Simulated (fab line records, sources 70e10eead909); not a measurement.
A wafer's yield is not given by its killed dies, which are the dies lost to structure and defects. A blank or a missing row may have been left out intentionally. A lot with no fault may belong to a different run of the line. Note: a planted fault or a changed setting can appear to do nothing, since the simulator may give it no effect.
Which tool did it? :: flow nandHarc :: 12 lots (36 wafers sampled), 1 step of a 1302-step route

WHAT EACH GAUGE READ, for each wafer
NHARC_A_CHANNEL_HOLE_D1_CD_MEAS_10: target cd 100 nm.
lot: L076
measured: day 8 22:56
on: cdSem-02
cdNm (nm): 99.5 99.0 100.1

lot: L077
measured: day 9 14:10
on: cdSem-01
cdNm (nm): 99.8 100.5 99.5

lot: L079
measured: day 10 07:33
on: cdSem-02
cdNm (nm): 99.7 100.2 100.2

lot: L081
measured: day 11 12:26
on: cdSem-02
cdNm (nm): 99.9 99.2 100.0

lot: L082
measured: day 12 03:55
on: cdSem-02
cdNm (nm): 100.6 100.4 99.9

lot: L086
measured: day 13 06:14
on: cdSem-03
cdNm (nm): 100.6 100.3 100.5

lot: L087
measured: day 13 14:30
on: cdSem-02
cdNm (nm): 100.6 100.4 99.7

lot: L088
measured: day 14 10:38
on: cdSem-02
cdNm (nm): 100.1 99.5 98.9

lot: L092
measured: day 15 20:07
on: cdSem-02
cdNm (nm): 99.7 99.4 99.7

lot: L093
measured: day 16 12:40
on: cdSem-03
cdNm (nm): 100.3 100.2 100.0

lot: L095
measured: day 17 03:34
on: cdSem-01
cdNm (nm): 99.7 100.0 100.0

lot: L097
measured: day 18 09:46
on: cdSem-02
cdNm (nm): 99.2 100.0 99.4

WHICH TOOL RAN EACH LOT (tool, then ch and the chambers of the sampled wafers, then the start)
The record shows no process step preceding these readings.

THE ANSWER, worked out from the rows above alone
Rule: usual is defined by the lots themselves. The widest of any qualifying gaps counts: lots, ordered by their means at a reading, are off when they make up no more than a third of the lots, leave a main group of 4 or more, and stand apart from it by 3 or more times the standard deviation of that group's means. The tables above print the reading to a certain number of digits; a main group whose means all agree to those digits is not used. Also off: a lot with no number at a reading for which 4 or more lots have one. Where the step has rows for the other lots, those lots are counted as sound.
None of the lots is off at any reading shown; this tells nothing.

WHAT THE SIMULATOR PUT IN
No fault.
